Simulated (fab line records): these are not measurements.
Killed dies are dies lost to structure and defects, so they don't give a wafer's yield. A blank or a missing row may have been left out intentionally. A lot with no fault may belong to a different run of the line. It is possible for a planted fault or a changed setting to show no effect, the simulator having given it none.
fab line records -- flow n5-finfet
record lots=7, wafers=21
route steps=1938 shown BEOL_M0_SAQP@686 BEOL_M1@751 BEOL_M2@879
start-h: hours from the record's opening day to when the first of the lot's shown wafers began -- wait-h: how many hours have passed since the lot's step before this one -- " identical to the entry in the row above -- L1.1+2: several wafers, shown together as one row -- - no value, or no start was given -- * or withheld: withheld -- < > ~ a bound
route shown NAME@n: a module of which the file shows steps, and the number in the route of the first -- usual: mean and standard deviation over wafers with no fault -- same: alike in all rows -- chamber/n: place in a boat -- sites: the reading at each site -- _std_site: the values' standard deviation -- _edge_site: outer sites' mean less inner sites' -- radius-mm: how far each site lies from the wafer's centre -- mask NAME#n: copy n -- behind: tool/chamber where the wafer was last shaped -- hold: reason for holding the lot/hours on hold/outcome of the hold -- device: the transistor (n, p or np) that didn't switch -- end of line: at the end of the route, the tests of the same wafers -- a step with no rows: only its recipe -- killed: not the wafer's yield, but the dies lost to structure and defects at the first sort -- map: a wafer's dies, marking killed ones x, the rest . and places with no die _
set.NAME: setting as actually run; set.NAME@STEP: the setting as run at that earlier step -- model.NAME: the simulator's own value behind a step, which no gauge read
lots run with intentionally changed settings; tables by step, rows by wafer
## steps
# step N5_BEOL_M0_SAQP_EXPOSE_37
# recipe mask-id=M0_CUT1, na=0.33, source-shape=annular, sigma-inner=0.35, sigma-outer=0.8, polarization=unpolarized, target-cd-nm=30, dose-mj=44.75
lot.wafer,tool,chamber,start-h,wait-h,mask,set.dose-mj
L079.1,euv-scanner-01,0,140.90,-,M0_CUT1#0,44.75
L079.2+5,euv-scanner-01,0,140.90,-,M0_CUT1#0,42.84
L088.2,euv-scanner-02,0,210.43,-,M0_CUT1#0,47.19
L088.4+6,euv-scanner-02,0,210.43,-,M0_CUT1#0,44.75
L090.1+3,euv-scanner-01,0,212.58,-,M0_CUT1#0,42.67
L090.5,euv-scanner-01,0,212.58,-,M0_CUT1#0,44.75
L092.1+3,euv-scanner-02,0,224.70,-,M0_CUT1#0,44.75
L092.2,euv-scanner-02,0,224.70,-,M0_CUT1#0,41.57
L094.1+4+6,euv-scanner-02,0,234.67,-,M0_CUT1#0,44.75
L095.1+2+6,euv-scanner-02,0,242.57,-,M0_CUT1#0,44.75
L096.1+3,euv-scanner-02,0,243.59,-,M0_CUT1#0,44.75
L096.6,euv-scanner-02,0,243.59,-,M0_CUT1#0,43.3
# step N5_BEOL_M0_SAQP_PEB_38
# recipe peb-temp-c=100, peb-time-s=60, resist=CAR-EUV
# step N5_BEOL_M0_SAQP_DEVELOP_39
# recipe develop-time-s=30, developer=TMAH, resist=CAR-EUV, rinse-liquid=surfactant-rinse, dry=air-spin, dev-temp-c=23
# step N5_BEOL_M0_SAQP_CD_MEAS_40
# recipe target-cd-nm=30, landing-energy-ev=500, detector=se-inlens
# usual cd-nm=30.02/0.27
lot.wafer,tool,chamber,start-h,wait-h,set.dose-mj@BEOL_M0_SAQP_EXPOSE_37,cd-nm
L079.1,cd-sem-01,0,141.03,-,44.75,30.08
L079.2,cd-sem-01,0,141.03,-,42.84,28.65
L079.5,cd-sem-01,0,141.03,-,42.84,29.09
L088.2,cd-sem-03,0,210.55,-,47.19,31.19
L088.4,cd-sem-03,0,210.55,-,44.75,30.38
L088.6,cd-sem-03,0,210.55,-,44.75,30.38
L090.1,cd-sem-03,0,212.71,-,42.67,28.95
L090.3,cd-sem-03,0,212.71,-,42.67,28.97
L090.5,cd-sem-03,0,212.71,-,44.75,29.84
L092.1,cd-sem-03,0,224.84,-,44.75,30.00
L092.2,cd-sem-03,0,224.84,-,41.57,28.40
L092.3,cd-sem-03,0,224.84,-,44.75,29.59
L094.1,cd-sem-03,0,234.81,-,44.75,30.25
L094.4,cd-sem-03,0,234.81,-,44.75,29.79
L094.6,cd-sem-03,0,234.81,-,44.75,29.74
L095.1,cd-sem-02,0,242.70,-,44.75,30.40
L095.2,cd-sem-02,0,242.70,-,44.75,30.38
L095.6,cd-sem-02,0,242.70,-,44.75,30.25
L096.1,cd-sem-02,0,243.73,-,44.75,29.92
L096.3,cd-sem-02,0,243.73,-,44.75,30.09
L096.6,cd-sem-02,0,243.73,-,43.3,29.60
# step N5_BEOL_M0_SAQP_DESCUM_45
# recipe chemistry=O2, time-s=7, source-power-w=50, bias-power-w=20, pressure-mtorr=20, rf-frequency-hz=2.712e+07, temp-c=40, resist=CAR-EUV, o2-flow-sccm=225
lot.wafer,tool,chamber,start-h,wait-h,set.spin-rpm@BEOL_M0_SAQP_COAT_34,set.dose-mj@BEOL_M0_SAQP_EXPOSE_37,model.BEOL_M0_SAQP.cd-nm,model.CAR-EUV_of_BEOL_M0_SAQP_COAT_34.thk-nm
L079.1,rie-diel-03,1,141.16,0.0,1500,44.75,29.8,26
L079.2,rie-diel-03,0,141.16,0.0,1624,42.84,29,25
L079.5,rie-diel-03,3,141.16,0.0,1500,42.84,29,26.2
L088.2,rie-diel-04,3,210.68,0.0,1500,47.19,31.2,26.2
L088.4,rie-diel-04,2,210.68,0.0,1418,44.75,30.2,27
L088.6,rie-diel-04,3,210.68,0.0,1500,44.75,30,26.2
L090.1,rie-diel-04,0,212.83,0.0,1500,42.67,28.8,26.2
L090.3,rie-diel-04,2,212.83,0.0,1500,42.67,29,26.2
L090.5,rie-diel-04,3,212.83,0.0,1500,44.75,29.8,26.2
L092.1+3,rie-diel-03,"3,1",225.19,0.3,1500,44.75,30,26.2
L092.2,rie-diel-03,2,225.19,0.3,1500,41.57,28.2,26.2
L094.1,rie-diel-04,2,234.93,0.0,1500,44.75,30,26
L094.4,rie-diel-04,0,234.93,0.0,1606,44.75,29.8,25.2
L094.6,rie-diel-04,1,234.93,0.0,1606,44.75,29.8,25
L095.1,rie-diel-01,0,242.83,0.0,1500,44.75,30.4,26
L095.2,rie-diel-01,2,242.83,0.0,1500,44.75,30.4,26.2
L095.6,rie-diel-01,0,242.83,0.0,1500,44.75,30.6,26.2
L096.1,rie-diel-01,1,243.85,0.0,1500,44.75,30,26.2
L096.3,rie-diel-01,2,243.85,0.0,1500,44.75,30.2,26.2
L096.6,rie-diel-01,2,243.85,0.0,1500,43.3,29.6,26.2
# step N5_BEOL_M0_SAQP_ETCH_88
# recipe chemistry=N2/H2, target=underlayer, target-depth-a=65, time-s=5.2, ion-energy-ev=200, mask-material=CAR-EUV, pressure-mtorr=30, source-w=840, bias-w=150, n2-flow-sccm=200, h2-flow-sccm=200, ends=cleared
lot.wafer,tool,chamber,start-h,wait-h,set.dose-mj@BEOL_M0_SAQP_EXPOSE_37,model.BEOL_M0_SAQP.cd-nm
L079.1,rie-diel-03,1,141.19,0.0,44.75,29.8
L079.2,rie-diel-03,0,141.19,0.0,42.84,28.8
L079.5,rie-diel-03,3,141.19,0.0,42.84,29
L088.2,rie-diel-04,3,210.71,0.0,47.19,31.2
L088.4,rie-diel-04,2,210.71,0.0,44.75,30.4
L088.6,rie-diel-04,3,210.71,0.0,44.75,30
L090.1+3,rie-diel-04,"0,2",212.87,0.0,42.67,29
L090.5,rie-diel-04,3,212.87,0.0,44.75,29.8
L092.1,rie-diel-03,3,225.22,0.0,44.75,30
L092.2,rie-diel-03,2,225.22,0.0,41.57,28.2
L092.3,rie-diel-03,1,225.22,0.0,44.75,29.8
L094.1+4+6,rie-diel-04,"2,0,1",234.97,0.0,44.75,30
L095.1+6,rie-diel-01,0,242.86,0.0,44.75,30.4
L095.2,rie-diel-01,2,242.86,0.0,44.75,30.2
L096.1,rie-diel-01,1,243.88,0.0,44.75,30
L096.3,rie-diel-01,2,243.88,0.0,44.75,30.2
L096.6,rie-diel-01,2,243.88,0.0,43.3,29.6
# step N5_BEOL_M0_SAQP_ETCH_73
# recipe chemistry=CF4, target=SiARC, target-depth-a=195, mask-material=CAR-EUV, time-s=32.5, ion-energy-ev=80, pressure-mtorr=40, source-w=545, bias-w=36, Ar_flow_sccm=100, cf4-flow-sccm=100, ends=cleared
lot.wafer,tool,chamber,start-h,wait-h,set.dose-mj@BEOL_M0_SAQP_EXPOSE_37,model.BEOL_M0_SAQP.cd-nm
L079.1,rie-diel-03,1,141.21,0.0,44.75,29.8
L079.2,rie-diel-03,0,141.21,0.0,42.84,28.8
L079.5,rie-diel-03,3,141.21,0.0,42.84,29.2
L088.2,rie-diel-04,3,210.73,0.0,47.19,31.2
L088.4,rie-diel-04,2,210.73,0.0,44.75,30.2
L088.6,rie-diel-04,3,210.73,0.0,44.75,30
L090.1+3,rie-diel-04,"0,2",212.89,0.0,42.67,29
L090.5,rie-diel-04,3,212.89,0.0,44.75,30
L092.1,rie-diel-03,3,225.24,0.0,44.75,30.4
L092.2,rie-diel-03,2,225.24,0.0,41.57,28.2
L092.3,rie-diel-03,1,225.24,0.0,44.75,30
L094.1+4+6,rie-diel-04,"2,0,1",234.98,0.0,44.75,30
L095.1+2+6,rie-diel-01,"0,2,0",242.88,0.0,44.75,30.4
L096.1,rie-diel-01,1,243.90,0.0,44.75,30
L096.3,rie-diel-01,2,243.90,0.0,44.75,30.2
L096.6,rie-diel-01,2,243.90,0.0,43.3,29.6
# step N5_BEOL_M1_ILD_DEP_00
# recipe material=SiOC, target-thk-a=790, temp-c=350, precursor=DEMS/O2, pressure-torr=5, rf-w=500, time-s=15.3
lot.wafer,tool,chamber,start-h,wait-h,set.time-s,model.SiOC_of_BEOL_M1_ILD_DEP_00.thk-nm
L079.1+5,pecvd-03,"2,0",148.48,0.0,13.41,69.2
L079.2,pecvd-03,1,148.48,0.0,15.3,77.6
L088.2,pecvd-01,1,217.18,0.0,15.3,76.8
L088.4,pecvd-01,0,217.18,0.0,15.3,79
L088.6,pecvd-01,1,217.18,0.0,15.3,78.2
L090.1,pecvd-03,2,222.19,0.0,16.06,83.4
L090.3,pecvd-03,1,222.19,0.0,15.3,79.8
L090.5,pecvd-03,1,222.19,0.0,15.3,79.2
L092.1,pecvd-04,2,238.16,0.0,15.3,78.4
L092.2,pecvd-04,0,238.16,0.0,15.3,78
L092.3,pecvd-04,1,238.16,0.0,15.3,78.2
L094.1,pecvd-04,1,244.52,0.0,15.3,77.4
L094.4,pecvd-04,2,244.52,0.0,15.3,78.6
L094.6,pecvd-04,1,244.52,0.0,15.3,77.8
L096.1,pecvd-01,0,250.05,0.0,15.3,78.6
L096.3,pecvd-01,1,250.05,0.0,17.06,86.4
L096.6,pecvd-01,2,250.05,0.0,15.3,79.6
L095.1,pecvd-01,1,250.49,0.0,15.3,77.2
L095.2,pecvd-01,0,250.49,0.0,15.3,77.8
L095.6,pecvd-01,0,250.49,0.0,15.3,78.8
# step N5_BEOL_M1_THK_MEAS_01
# recipe reads=SiOC_of_BEOL_M1_ILD_DEP_00
# usual M1_ILD_THK=78.7/1
lot.wafer,tool,chamber,start-h,wait-h,set.time-s@BEOL_M1_ILD_DEP_00,M1_ILD_THK[nm]
L079.1,film-metro-02,-,148.55,0.0,13.41,69.3
L079.2,film-metro-02,-,148.55,0.0,15.3,77.7
L079.5,film-metro-02,-,148.55,0.0,13.41,69.2
L088.2,film-metro-02,-,217.48,0.3,15.3,77.0
L088.4,film-metro-02,-,217.48,0.3,15.3,79.0
L088.6,film-metro-02,-,217.48,0.3,15.3,78.2
L090.1,film-metro-02,-,222.27,0.1,16.06,83.4
L090.3,film-metro-02,-,222.27,0.1,15.3,79.9
L090.5,film-metro-02,-,222.27,0.1,15.3,79.3
L092.1,film-metro-01,-,238.23,0.0,15.3,78.4
L092.2,film-metro-01,-,238.23,0.0,15.3,77.9
L092.3,film-metro-01,-,238.23,0.0,15.3,78.2
L094.1,film-metro-01,-,244.59,0.0,15.3,77.5
L094.4,film-metro-01,-,244.59,0.0,15.3,78.7
L094.6,film-metro-01,-,244.59,0.0,15.3,77.9
L096.1,film-metro-02,-,250.12,0.0,15.3,78.6
L096.3,film-metro-02,-,250.12,0.0,17.06,86.3
L096.6,film-metro-02,-,250.12,0.0,15.3,79.6
L095.1,film-metro-02,-,250.56,0.0,15.3,77.2
L095.2,film-metro-02,-,250.56,0.0,15.3,77.8
L095.6,film-metro-02,-,250.56,0.0,15.3,78.8
# step N5_BEOL_M1_COAT_61
# recipe resist=SOC, temp-c=250, time-s=60, spin-rpm=1500, resist-thk-nm=60
lot.wafer,tool,chamber,start-h,wait-h,set.spin-rpm,model.SOC_of_BEOL_M1_COAT_61.thk-nm
L079.1,litho-track-01,0,149.18,0.1,1500,59.6
L079.2+5,litho-track-01,0,149.18,0.1,1500,59.8
L088.2,litho-track-01,0,219.29,0.1,1621,57.8
L088.4,litho-track-01,0,219.29,0.1,1500,60
L088.6,litho-track-01,0,219.29,0.1,1621,57.6
L090.1+5,litho-track-01,0,222.94,0.1,1500,60
L090.3,litho-track-01,0,222.94,0.1,1500,59.8
L092.1,litho-track-01,0,238.74,0.1,1500,59.8
L092.2+3,litho-track-01,0,238.74,0.1,1455,61
L094.1,litho-track-02,0,245.19,0.5,1500,60
L094.4+6,litho-track-02,0,245.19,0.5,1596,58.2
L096.1+6,litho-track-02,0,250.37,0.1,1500,59.8
L096.3,litho-track-02,0,250.37,0.1,1403,62
L095.1+6,litho-track-02,0,250.86,0.1,1500,60
L095.2,litho-track-02,0,250.86,0.1,1500,59.8
# step N5_BEOL_M1_COAT_62
# recipe resist=SiARC, temp-c=220, time-s=60, spin-rpm=1500, resist-thk-nm=12
# step N5_BEOL_M1_COAT_73
# recipe resist=underlayer, temp-c=205, time-s=60, spin-rpm=1500, resist-thk-nm=5
# step N5_BEOL_M1_ETCH_74
# recipe chemistry=N2/H2, target=underlayer, target-depth-a=65, mask-material=CAR-EUV, time-s=5.2, ion-energy-ev=200, pressure-mtorr=30, source-w=840, bias-w=150, n2-flow-sccm=200, h2-flow-sccm=200, ends=cleared
# step N5_BEOL_M1_ETCH_63
# recipe chemistry=CF4, target=SiARC, target-depth-a=156, mask-material=CAR-EUV, time-s=26, ion-energy-ev=80, pressure-mtorr=40, source-w=545, bias-w=36, Ar_flow_sccm=100, cf4-flow-sccm=100, ends=cleared
# step N5_BEOL_M1_ETCH_64
# recipe chemistry=N2/H2, target=SOC, target-depth-a=750, overetch-a=150, mask-material=SiARC, temp-c=40, time-s=112.5, ion-energy-ev=200, pressure-mtorr=30, source-w=840, bias-w=150, n2-flow-sccm=200, h2-flow-sccm=200
lot.wafer,tool,chamber,start-h,wait-h,set.spin-rpm@BEOL_M1_COAT_61,model.etch.depth-nm
L079.1,rie-diel-01,2,149.76,0.0,1500,59.66
L079.2,rie-diel-01,0,149.76,0.0,1500,59.75
L079.5,rie-diel-01,3,149.76,0.0,1500,59.74
L088.2,rie-diel-04,0,219.77,0.0,1621,57.73
L088.4,rie-diel-04,2,219.77,0.0,1500,60.09
L088.6,rie-diel-04,1,219.77,0.0,1621,57.68
L090.1,rie-diel-01,0,223.80,0.0,1500,59.93
L090.3,rie-diel-01,3,223.80,0.0,1500,59.86
L090.5,rie-diel-01,2,223.80,0.0,1500,59.98
L092.1,rie-diel-04,3,239.20,0.0,1500,59.88
L092.2,rie-diel-04,1,239.20,0.0,1455,60.91
L092.3,rie-diel-04,2,239.20,0.0,1455,61.01
L094.1,rie-diel-03,0,245.78,0.0,1500,60.04
L094.4,rie-diel-03,2,245.78,0.0,1596,58.18
L094.6,rie-diel-03,3,245.78,0.0,1596,58.13
L096.1,rie-diel-04,3,250.84,0.0,1500,59.89
L096.3,rie-diel-04,2,250.84,0.0,1403,61.96
L096.6,rie-diel-04,1,250.84,0.0,1500,59.88
L095.1,rie-diel-01,3,251.45,0.0,1500,60
L095.2,rie-diel-01,1,251.45,0.0,1500,59.85
L095.6,rie-diel-01,3,251.45,0.0,1500,59.96
# step N5_BEOL_M1_EXPOSE_25
# recipe mask-id=V0, na=0.33, source-shape=quasar, sigma-inner=0.2, sigma-outer=0.8, polarization=unpolarized, defocus-nm=5, target-cd-nm=24, dose-mj=63
lot.wafer,tool,chamber,start-h,wait-h,mask,set.dose-mj
L079.1+2,euv-scanner-02,0,150.32,-,V0#0,65.62
L079.5,euv-scanner-02,0,150.32,-,V0#0,63
L088.2,euv-scanner-01,0,220.38,-,V0#0,61.73
L088.4+6,euv-scanner-01,0,220.38,-,V0#0,63
L090.1+5,euv-scanner-01,0,224.33,-,V0#0,64.69
L090.3,euv-scanner-01,0,224.33,-,V0#0,63
L092.1+2+3,euv-scanner-02,0,239.72,-,V0#0,63
L094.1+4+6,euv-scanner-02,0,246.39,-,V0#0,59.8
L096.1,euv-scanner-01,0,251.53,-,V0#0,67.27
L096.3+6,euv-scanner-01,0,251.53,-,V0#0,63
L095.1+2+6,euv-scanner-01,0,252.01,-,V0#0,63
# step N5_BEOL_M1_PEB_26
# recipe peb-temp-c=100, peb-time-s=60, resist=CAR-EUV
# step N5_BEOL_M1_DEVELOP_27
# recipe develop-time-s=30, developer=TMAH, resist=CAR-EUV, rinse-liquid=surfactant-rinse, dry=air-spin, dev-temp-c=23
# step N5_BEOL_M1_CD_MEAS_28
# recipe landing-energy-ev=500, detector=se-inlens, target-cd-y-nm=23.3
# usual cd-nm=24.00/0.22
lot.wafer,tool,chamber,start-h,wait-h,set.dose-mj@BEOL_M1_EXPOSE_25,cd-nm
L079.1,cd-sem-02,0,150.47,-,65.62,24.47
L079.2,cd-sem-02,0,150.47,-,65.62,24.67
L079.5,cd-sem-02,0,150.47,-,63,23.84
L088.2,cd-sem-01,0,220.51,-,61.73,24.07
L088.4,cd-sem-01,0,220.51,-,63,24.08
L088.6,cd-sem-01,0,220.51,-,63,24.39
L090.1,cd-sem-02,0,224.47,-,64.69,24.43
L090.3,cd-sem-02,0,224.47,-,63,23.93
L090.5,cd-sem-02,0,224.47,-,64.69,24.41
L092.1,cd-sem-01,0,239.87,-,63,24.08
L092.2,cd-sem-01,0,239.87,-,63,23.95
L092.3,cd-sem-01,0,239.87,-,63,24.20
L094.1,cd-sem-03,0,246.54,-,59.8,22.84
L094.4,cd-sem-03,0,246.54,-,59.8,23.21
L094.6,cd-sem-03,0,246.54,-,59.8,23.38
L096.1,cd-sem-03,0,251.67,-,67.27,25.67
L096.3,cd-sem-03,0,251.67,-,63,24.14
L096.6,cd-sem-03,0,251.67,-,63,24.15
L095.1,cd-sem-02,0,252.16,-,63,23.92
L095.2,cd-sem-02,0,252.16,-,63,23.81
L095.6,cd-sem-02,0,252.16,-,63,23.68
# step N5_BEOL_M1_ETCH_70
# recipe chemistry=N2/H2, target=SOC, target-depth-a=800, overetch-a=160, mask-material=SiARC, temp-c=40, time-s=120, ion-energy-ev=200, pressure-mtorr=30, source-w=840, bias-w=150, n2-flow-sccm=200, h2-flow-sccm=200
lot.wafer,tool,chamber,start-h,wait-h,set.time-s,model.SiARC_of_BEOL_M1_COAT_68.thk-nm
L079.1,rie-diel-03,2,151.02,0.0,129.1,6.2
L079.2,rie-diel-03,0,151.02,0.0,129.1,6.4
L079.5,rie-diel-03,0,151.02,0.0,120,6.8
L090.1+5,rie-diel-01,1,233.66,0.0,132.4,6
L090.3,rie-diel-01,3,233.66,0.0,120,6.6
L088.2+4,rie-diel-04,"1,3",233.78,0.0,120,6.2
L088.6,rie-diel-04,2,233.78,0.0,120,6.4
L092.1,rie-diel-01,0,246.27,0.0,93.59,7.4
L092.2,rie-diel-01,1,246.27,0.0,93.59,7.8
L092.3,rie-diel-01,2,246.27,0.0,120,6.6
L094.1+6,rie-diel-01,3,249.29,0.0,120,6.6
L094.4,rie-diel-01,2,249.29,0.0,128.9,6.2
L096.1+3,rie-diel-01,"2,1",252.69,0.0,144.6,5.4
L096.6,rie-diel-01,3,252.69,0.0,120,6.6
L095.1,rie-diel-01,3,253.78,0.0,120,6.6
L095.2,rie-diel-01,1,253.78,0.0,120,6.4
L095.6,rie-diel-01,0,253.78,0.0,120,6.2
# step N5_BEOL_M1_STRIP_71
# recipe chemistry=N2/H2, temp-c=40, n2-flow-sccm=200, h2-flow-sccm=200, rf-frequency-hz=6e+07
# step N5_BEOL_M1_STRIP_78
# recipe chemistry=N2/H2, temp-c=40, n2-flow-sccm=200, h2-flow-sccm=200, rf-frequency-hz=6e+07
# step N5_BEOL_M1_VIA_ETCH_34
# recipe chemistry=C4F6/O2, target-depth-a=678, mask-material=SOC, pressure-mtorr=15, ion-energy-ev=250, taper-deg=4, time-s=64.4, source-w=350, bias-w=170, Ar_flow_sccm=300, C4F6_flow_sccm=10, O2_flow_sccm=10
lot.wafer,tool,chamber,start-h,wait-h,set.dose-mj@BEOL_M1_EXPOSE_25,model.BEOL_M1.cd-nm
L079.1,rie-diel-03,2,151.12,0.0,65.62,19
L079.2,rie-diel-03,0,151.12,0.0,65.62,18.8
L079.5,rie-diel-03,0,151.12,0.0,63,17.8
L090.1+5,rie-diel-01,"0,1",233.76,0.0,64.69,18.2
L090.3,rie-diel-01,2,233.76,0.0,63,17.6
L088.2,rie-diel-04,1,233.88,0.0,61.73,18
L088.4,rie-diel-04,3,233.88,0.0,63,18.2
L088.6,rie-diel-04,2,233.88,0.0,63,18
L092.1,rie-diel-01,0,246.37,0.0,63,17.4
L092.2,rie-diel-01,1,246.37,0.0,63,17.6
L092.3,rie-diel-01,2,246.37,0.0,63,18.2
L094.1+4+6,rie-diel-01,"3,2,3",249.39,0.0,59.8,17.2
L096.1,rie-diel-01,2,252.79,0.0,67.27,20
L096.3,rie-diel-01,1,252.79,0.0,63,18.6
L096.6,rie-diel-01,3,252.79,0.0,63,18.4
L095.1,rie-diel-01,3,253.88,0.0,63,18
L095.2+6,rie-diel-01,"1,0",253.88,0.0,63,17.6
# step N5_BEOL_M2_DESCUM_33
# recipe chemistry=O2, time-s=7, source-power-w=50, bias-power-w=20, pressure-mtorr=20, rf-frequency-hz=2.712e+07, temp-c=40, resist=CAR-EUV, o2-flow-sccm=225
lot.wafer,tool,chamber,start-h,wait-h,set.time-s,model.CAR-EUV_of_BEOL_M2_COAT_22.thk-nm
L079.1,rie-diel-02,3,161.01,0.2,6.318,26.4
L079.2+5,rie-diel-02,"2,3",161.01,0.2,7,26
L090.1+3+5,rie-diel-06,"2,0,0",240.17,0.0,7,26
L088.2+4,rie-diel-02,"0,1",242.95,0.0,8.096,25.6
L088.6,rie-diel-02,2,242.95,0.0,7,26.2
L094.1,rie-diel-02,2,255.92,0.2,7,26.2
L094.4+6,rie-diel-02,3,255.92,0.2,7,26
L092.1+2,rie-diel-05,"0,2",255.99,0.2,7.8,25.8
L092.3,rie-diel-05,3,255.99,0.2,7,26.2
L096.1+6,rie-diel-06,3,259.72,0.0,7,26.2
L096.3,rie-diel-06,1,259.72,0.0,7.553,26
L095.1,rie-diel-02,2,261.71,0.0,7,26.2
L095.2+6,rie-diel-02,"0,1",261.71,0.0,7,26
# step N5_BEOL_M2_ETCH_77
# recipe chemistry=N2/H2, target=underlayer, target-depth-a=65, mask-material=CAR-EUV, time-s=5.2, ion-energy-ev=200, pressure-mtorr=30, source-w=840, bias-w=150, n2-flow-sccm=200, h2-flow-sccm=200, ends=cleared
lot.wafer,tool,chamber,start-h,wait-h,set.time-s@BEOL_M2_DESCUM_33,model.CAR-EUV_of_BEOL_M2_COAT_22.thk-nm
L079.1,rie-diel-02,3,161.04,0.0,6.318,20.6
L079.2,rie-diel-02,2,161.04,0.0,7,20.4
L079.5,rie-diel-02,3,161.04,0.0,7,20.2
L090.1+3+5,rie-diel-06,"2,0,0",240.21,0.0,7,20.2
L088.2,rie-diel-02,0,242.98,0.0,8.096,20
L088.4,rie-diel-02,1,242.98,0.0,8.096,19.8
L088.6,rie-diel-02,2,242.98,0.0,7,20.6
L094.1+4,rie-diel-02,"2,3",255.95,0.0,7,20.4
L094.6,rie-diel-02,3,255.95,0.0,7,20.2
L092.1+2,rie-diel-05,"0,2",256.03,0.0,7.8,20
L092.3,rie-diel-05,3,256.03,0.0,7,20.6
L096.1,rie-diel-06,3,259.75,0.0,7,20.6
L096.3,rie-diel-06,1,259.75,0.0,7.553,20.4
L096.6,rie-diel-06,3,259.75,0.0,7,20.4
L095.1+2,rie-diel-02,"2,0",261.74,0.0,7,20.4
L095.6,rie-diel-02,1,261.74,0.0,7,20.2
# step N5_BEOL_M2_ALD_98
# recipe material=SiO2, target-thk-a=25, temp-c=100, ald-precursor-family=BDEAS, ald-co-reactant=O2-plasma, pulse-time-s=1, co-reactant-pulse-time-s=1, purge-time-s=2, co-reactant-purge-time-s=2, ald-cycles=17, pressure-torr=2
lot.wafer,tool,chamber,start-h,wait-h,set.ald-cycles,model.SiO2_of_BEOL_M2_ALD_98.thk-nm
L079.1,ald-sin-01,1,161.16,0.1,15,2.2
L079.2+5,ald-sin-01,"0,3",161.16,0.1,17,2.6
L090.1,ald-sin-03,2,240.31,0.1,17,2.6
L090.3+5,ald-sin-03,"3,0",240.31,0.1,17,2.4
L088.2+4+6,ald-sin-01,"2,1,2",243.08,0.1,17,2.4
L094.1,ald-sin-01,1,256.41,0.4,17,2.4
L094.4,ald-sin-01,3,256.41,0.4,17,2.6
L094.6,ald-sin-01,0,256.41,0.4,15,2.2
L092.1+3,ald-sin-01,"2,3",256.51,0.4,14,2
L092.2,ald-sin-01,1,256.51,0.4,17,2.4
L096.1+6,ald-sin-04,"3,2",259.85,0.1,19,2.8
L096.3,ald-sin-04,2,259.85,0.1,17,2.6
L095.1,ald-sin-01,2,261.84,0.1,17,2.4
L095.2+6,ald-sin-01,"3,0",261.84,0.1,17,2.6
# step N5_BEOL_M2_SPUTTER_88
# recipe material=Cu, target-thk-a=45, temp-c=-20, chamber-pressure-pa=0.07, power-w=withheld, time-s=8.29
lot.wafer,tool,chamber,start-h,wait-h,set.time-s,model.Cu_of_BEOL_M2_SPUTTER_88.thk-nm
L079.1+2,pvd-sputter-01,-,166.66,0.1,8.29,4.4
L079.5,pvd-sputter-01,-,166.66,0.1,8.29,4.6
L090.1+5,pvd-sputter-03,-,259.98,0.1,8.29,4.6
L090.3,pvd-sputter-03,-,259.98,0.1,8.892,5.2
L088.2,pvd-sputter-01,-,264.16,0.1,8.29,4.2
L088.4,pvd-sputter-01,-,264.16,0.1,8.29,4.4
L088.6,pvd-sputter-01,-,264.16,0.1,7.504,-
L094.1,pvd-sputter-03,-,269.06,0.1,7.826,4.2
L094.4,pvd-sputter-03,-,269.06,0.1,7.826,-
L094.6,pvd-sputter-03,-,269.06,0.1,8.29,4.6
L096.1,pvd-sputter-03,-,277.38,0.1,8.29,4.6
L096.3,pvd-sputter-03,-,277.38,0.1,8.29,4.4
L096.6,pvd-sputter-03,-,277.38,0.1,7.462,-
L092.1,pvd-sputter-02,-,280.86,0.1,7.647,4
L092.2,pvd-sputter-02,-,280.86,0.1,8.29,4.4
L092.3,pvd-sputter-02,-,280.86,0.1,7.647,-
L095.1+6,pvd-sputter-02,-,283.93,0.1,8.29,4.6
L095.2,pvd-sputter-02,-,283.93,0.1,8.29,4.4
## key
split step=N5_BEOL_M0_SAQP_EXPOSE_37, setting=dose-mj, stated=44.75, by=wafer
response step=N5_BEOL_M0_SAQP_CD_MEAS_40, reading=cd-nm, change=+0.191, per=1%, r=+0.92
response step=N5_BEOL_M0_SAQP_DESCUM_45, reading=model.BEOL_M0_SAQP.cd-nm, change=+0.215, per=1%, r=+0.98
response step=N5_BEOL_M0_SAQP_ETCH_88, reading=model.BEOL_M0_SAQP.cd-nm, change=+0.205, per=1%, r=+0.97
response step=N5_BEOL_M0_SAQP_ETCH_73, reading=model.BEOL_M0_SAQP.cd-nm, change=+0.229, per=1%, r=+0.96
split step=N5_BEOL_M1_ILD_DEP_00, setting=time-s, stated=15.3, by=wafer
response step=N5_BEOL_M1_ILD_DEP_00, reading=model.SiOC_of_BEOL_M1_ILD_DEP_00.thk-nm, change=+0.669, per=1%, r=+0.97
response step=N5_BEOL_M1_THK_MEAS_01, reading=M1_ILD_THK, change=+0.668, per=1%, r=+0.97
split step=N5_BEOL_M1_COAT_61, setting=spin-rpm, stated=1500, by=wafer
response step=N5_BEOL_M1_COAT_61, reading=model.SOC_of_BEOL_M1_COAT_61.thk-nm, change=-0.305, per=1%, r=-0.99
response step=N5_BEOL_M1_ETCH_64, reading=model.etch.depth-nm, change=-0.306, per=1%, r=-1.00
split step=N5_BEOL_M1_EXPOSE_25, setting=dose-mj, stated=63, by=wafer
response step=N5_BEOL_M1_CD_MEAS_28, reading=cd-nm, change=+0.201, per=1%, r=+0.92
response step=N5_BEOL_M1_VIA_ETCH_34, reading=model.BEOL_M1.cd-nm, change=+0.222, per=1%, r=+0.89
split step=N5_BEOL_M1_ETCH_70, setting=time-s, stated=120, by=wafer
response step=N5_BEOL_M1_ETCH_70, reading=model.SiARC_of_BEOL_M1_COAT_68.thk-nm, change=-0.053, per=1%, r=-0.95
split step=N5_BEOL_M2_DESCUM_33, setting=time-s, stated=7, by=wafer
response step=N5_BEOL_M2_DESCUM_33, reading=model.CAR-EUV_of_BEOL_M2_COAT_22.thk-nm, change=-0.0365, per=1%, r=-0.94
response step=N5_BEOL_M2_ETCH_77, reading=model.CAR-EUV_of_BEOL_M2_COAT_22.thk-nm, change=-0.0404, per=1%, r=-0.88
split step=N5_BEOL_M2_ALD_98, setting=ald-cycles, stated=17, by=wafer
response step=N5_BEOL_M2_ALD_98, reading=model.SiO2_of_BEOL_M2_ALD_98.thk-nm, change=+0.0243, per=1%, r=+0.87
split step=N5_BEOL_M2_SPUTTER_88, setting=time-s, stated=8.29, by=wafer
response step=N5_BEOL_M2_SPUTTER_88, reading=model.Cu_of_BEOL_M2_SPUTTER_88.thk-nm, change=+0.0689, per=1%, r=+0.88
split outside-this-file step=N5_BEOL_M0_SAQP_COAT_34 setting=spin-rpm
# split outside-this-file: this setting was split too, and the file shows its column; the key of that split is in another file
